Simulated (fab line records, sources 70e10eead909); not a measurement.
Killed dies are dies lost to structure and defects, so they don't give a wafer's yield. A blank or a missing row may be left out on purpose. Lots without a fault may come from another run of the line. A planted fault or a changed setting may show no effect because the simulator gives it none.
One fault seen from 3 desks | flow nand_harc | each desk has only its own numbers; what lay behind them comes last

THE DEFECT DESK
What the inspections along the route counted, lot by lot: means of the sampled wafers that have a number. A lot is out of limits, marked OUT, if its mean lies more than 4 standard deviations from the usual mean; the brackets give that distance.
Columns: A = raw_defect_count at NHARC_P_GATE_INSPECT_68, usual 224
lot  | first seen here | A
L615 | day 6 06:58     | 334
L627 | day 11 17:49    | 169
L629 | day 11 23:52    | 492
L630 | day 12 14:37    | 440
L635 | day 14 18:25    | 293
L637 | day 15 12:08    | 295
This desk's finding: nothing out of limits on any of the 6 lots.

THE METROLOGY DESK
What the gauges read, lot by lot, whatever tool the lot ran on: means of the sampled wafers that have a number. A lot is out of limits, marked OUT, if its mean lies more than 4 standard deviations from the usual mean; the brackets give that distance.
Columns: A = cd_nm at NHARC_P_GATE_CD_MEAS_46, usual 718.2 nm; B = cd_nm at NHARC_P_GATE_CD_MEAS_59, usual 720.7 nm; C = cd_nm at NHARC_P_GATE_CD_MEAS_91, usual 1999.7 nm
lot  | first seen here | A     | B     | C
L615 | day 6 00:41     | 716.3 | 720.4 | 2001.2
L627 | day 11 10:29    | 717.7 | 720.2 | 1999.8
L629 | day 11 17:27    | 719.0 | 719.2 | 2000.4
L630 | day 12 08:04    | 716.5 | 722.9 | 1998.8
L635 | day 14 11:47    | 720.3 | 718.8 | 1995.6
L637 | day 15 03:28    | 717.7 | 721.2 | 2002.4
This desk's finding: nothing out of limits on any of the 6 lots.

THE TOOL OWNER'S DESK: wet_bench-03
The tool's own readings at NHARC_P_GATE_STRIP_50 (strips in SPM, time 900 s): means of the sampled wafers that have a number, for each lot that ran on this tool. A lot is out of limits, marked OUT, if its mean lies more than 4 standard deviations from the usual mean; the brackets give that distance.
Columns: A = bath_guard_temp_C at NHARC_P_GATE_STRIP_50, usual 130.0 C; B = temp_c at NHARC_P_GATE_STRIP_50, usual 129.98 C
lot  | first seen here | A     | B
L629 | day 11 18:26    | 130.5 | 130.04
L630 | day 12 09:04    | 130.6 | 129.93
L637 | day 15 04:26    | 130.2 | 129.92
This desk's finding: nothing out of limits on any of the 3 lots.

PUT TOGETHER
The defect desk saw nothing out of limits.
The metrology desk saw nothing out of limits.
The tool owner's desk saw nothing out of limits.

WHAT THE SIMULATOR HAD PUT IN
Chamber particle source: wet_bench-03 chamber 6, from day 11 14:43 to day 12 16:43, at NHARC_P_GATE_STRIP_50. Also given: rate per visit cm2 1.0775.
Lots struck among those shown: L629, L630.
